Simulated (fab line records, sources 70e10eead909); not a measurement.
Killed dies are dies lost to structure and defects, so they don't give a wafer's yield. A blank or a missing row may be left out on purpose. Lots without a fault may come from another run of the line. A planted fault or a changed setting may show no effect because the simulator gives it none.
Chamber matching | flow nand_harc | NHARC_A_STAIRCASE_STRIP_476 on rie_diel-12: 4 sister chambers
The step strips in O2, time 20 s. 16 wafers are shown with their chamber, then 8 later ones without.

WAFERS WITH THEIR CHAMBER
wafer  | chamber | drypump_motor_current_A (A) | showerhead_plenum_p_Torr (Torr) | oes_product_au (a.u.)
L074.1 | 2       | 5.5                         | 3.53                            | 0.995
L074.2 | 0       | 5.8                         | 3.52                            | 0.993
L074.6 | 1       | 6.0                         | 3.66                            | 0.983
L075.1 | 1       | 6.0                         | 3.66                            | 0.974
L075.2 | 3       | 4.7                         | 3.44                            | 0.996
L075.6 | 0       | 5.8                         | 3.52                            | 0.986
L079.3 | 1       | 6.0                         | 3.65                            | 0.980
L079.5 | 1       | 6.0                         | 3.65                            | 0.985
L079.6 | 0       | 5.8                         | 3.52                            | 0.988
L084.1 | 0       | 5.9                         | 3.51                            | 0.984
L084.4 | 2       | 5.5                         | 3.52                            | 0.997
L084.5 | 3       | 4.7                         | 3.42                            | 0.990
L087.1 | 0       | 5.9                         | 3.51                            | 0.988
L087.3 | 1       | 6.0                         | 3.64                            | 0.980
L087.5 | 0       | 5.9                         | 3.51                            | 0.990
L089.4 | 2       | 5.4                         | 3.51                            | 1.013

SIGNATURES (means of the wafers above)
reading                  | chamber 0 | chamber 1 | chamber 2 | chamber 3 | scatter within a chamber
drypump_motor_current_A  | 5.850     | 6.000     | 5.467     | 4.700     | 0.0425
showerhead_plenum_p_Torr | 3.5150    | 3.6520    | 3.5200    | 3.4300    | 0.00832
oes_product_au           | 0.98817   | 0.98040   | 1.00167   | 0.99300   | 0.00525
Rule: a wafer's distance from a chamber is the root of the sum, over the readings, of the square of ((its reading less the chamber's mean) divided by the reading's scatter). The wafer belongs to the nearest chamber; if the next one is less than 2 further off, it can't be placed. The scatter: the root of (the sum of the squares of (reading less its chamber's mean) over the shown wafers, divided by (wafers less chambers)).

WAFERS WITHOUT THEIR CHAMBER
wafer  | drypump_motor_current_A (A) | showerhead_plenum_p_Torr (Torr) | oes_product_au (a.u.)
L089.5 | 6.0                         | 3.64                            | 0.985
L089.6 | 5.8                         | 3.50                            | 0.991
L092.1 | 4.8                         | 3.42                            | 1.007
L092.3 | 5.9                         | 3.50                            | 0.975
L092.5 | 6.0                         | 3.64                            | 0.990
L096.1 | 5.5                         | 3.50                            | 0.999
L096.4 | 4.7                         | 3.41                            | 1.000
L096.6 | 4.7                         | 3.41                            | 1.001

WHICH CHAMBER EACH WENT THROUGH
wafer  | from the rows above | in truth
L089.5 | 1                   | 1
L089.6 | 0                   | 0
L092.1 | 3                   | 3
L092.3 | 0                   | 0
L092.5 | 1                   | 1
L096.1 | 2                   | 2
L096.4 | 3                   | 3
L096.6 | 3                   | 3
Placed correctly: 8 of 8. Can't be placed from these rows: 0. Placed wrongly: 0.
